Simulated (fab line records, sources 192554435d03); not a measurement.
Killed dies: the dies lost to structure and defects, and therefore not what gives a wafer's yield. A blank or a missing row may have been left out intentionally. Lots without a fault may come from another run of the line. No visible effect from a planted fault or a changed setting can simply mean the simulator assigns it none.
Matching of chambers :: flow n5-finfet :: N5_BEOL_M0_SAQP_ETCH_102 on rie-si-03: 4 sister chambers
The step etches SiO2 in CF4, target depth 4 nm, time 4.4 s. 8 wafers are shown with their chamber, then 11 later ones without.

== WAFERS PAIRED WITH THEIR CHAMBERS ==
wafer: L077.1
chamber: 3
throttle-valve-pct (%): 21.51
oes-product-au (a.u.): 1.030

wafer: L078.3
chamber: 3
throttle-valve-pct (%): 21.51
oes-product-au (a.u.): 1.039

wafer: L078.6
chamber: 2
throttle-valve-pct (%): 21.72
oes-product-au (a.u.): 1.026

wafer: L080.2
chamber: 0
throttle-valve-pct (%): 21.84
oes-product-au (a.u.): 0.977

wafer: L086.1
chamber: 1
throttle-valve-pct (%): 21.77
oes-product-au (a.u.): 0.991

wafer: L086.2
chamber: 2
throttle-valve-pct (%): 21.71
oes-product-au (a.u.): 1.006

wafer: L086.6
chamber: 1
throttle-valve-pct (%): 21.75
oes-product-au (a.u.): 1.007

wafer: L088.1
chamber: 0
throttle-valve-pct (%): 21.84
oes-product-au (a.u.): 0.978

== WAFERS WITH NO CHAMBER GIVEN ==
wafer: L088.3
throttle-valve-pct (%): 21.71
oes-product-au (a.u.): 1.023

wafer: L088.5
throttle-valve-pct (%): 21.77
oes-product-au (a.u.): 1.006

wafer: L091.2
throttle-valve-pct (%): 21.84
oes-product-au (a.u.): 0.962

wafer: L091.3
throttle-valve-pct (%): 21.75
oes-product-au (a.u.): 0.994

wafer: L091.4
throttle-valve-pct (%): 21.72
oes-product-au (a.u.): 1.027

wafer: L092.1
throttle-valve-pct (%): 21.70
oes-product-au (a.u.): 1.032

wafer: L092.2
throttle-valve-pct (%): 21.84
oes-product-au (a.u.): 0.980

wafer: L092.6
throttle-valve-pct (%): 21.72
oes-product-au (a.u.): 1.032

wafer: L097.1
throttle-valve-pct (%): 21.71
oes-product-au (a.u.): 1.021

wafer: L097.3
throttle-valve-pct (%): 21.49
oes-product-au (a.u.): 1.025

wafer: L097.6
throttle-valve-pct (%): 21.77
oes-product-au (a.u.): 1.011

== THE CHAMBER EACH PASSED THROUGH ==
wafer: L088.3
from the rows above: 2
in truth: 2

wafer: L088.5
from the rows above: 1
in truth: 1

wafer: L091.2
from the rows above: 0
in truth: 0

wafer: L091.3
from the rows above: 1
in truth: 1

wafer: L091.4
from the rows above: 2
in truth: 2

wafer: L092.1
from the rows above: 2
in truth: 2

wafer: L092.2
from the rows above: 0
in truth: 0

wafer: L092.6
from the rows above: 2
in truth: 2

wafer: L097.1
from the rows above: 2
in truth: 2

wafer: L097.3
from the rows above: 3
in truth: 3

wafer: L097.6
from the rows above: 1
in truth: 1
11 of 11 placed correctly. Can't be placed from these rows: 0. Placed wrongly: 0.
How it was worked out, from the rows above alone: a wafer's distance from a chamber is the root of the sum, over the readings, of the square of ((its reading less the chamber's mean) divided by the reading's scatter). The wafer belongs to the nearest chamber; if the next one is less than 2 further off, it can't be placed. The mean given for a chamber averages the wafers shown for that chamber. The scatter: take each reading less its chamber's mean, square it, sum over the shown wafers, divide by the number of wafers less the number of chambers, and take the root.
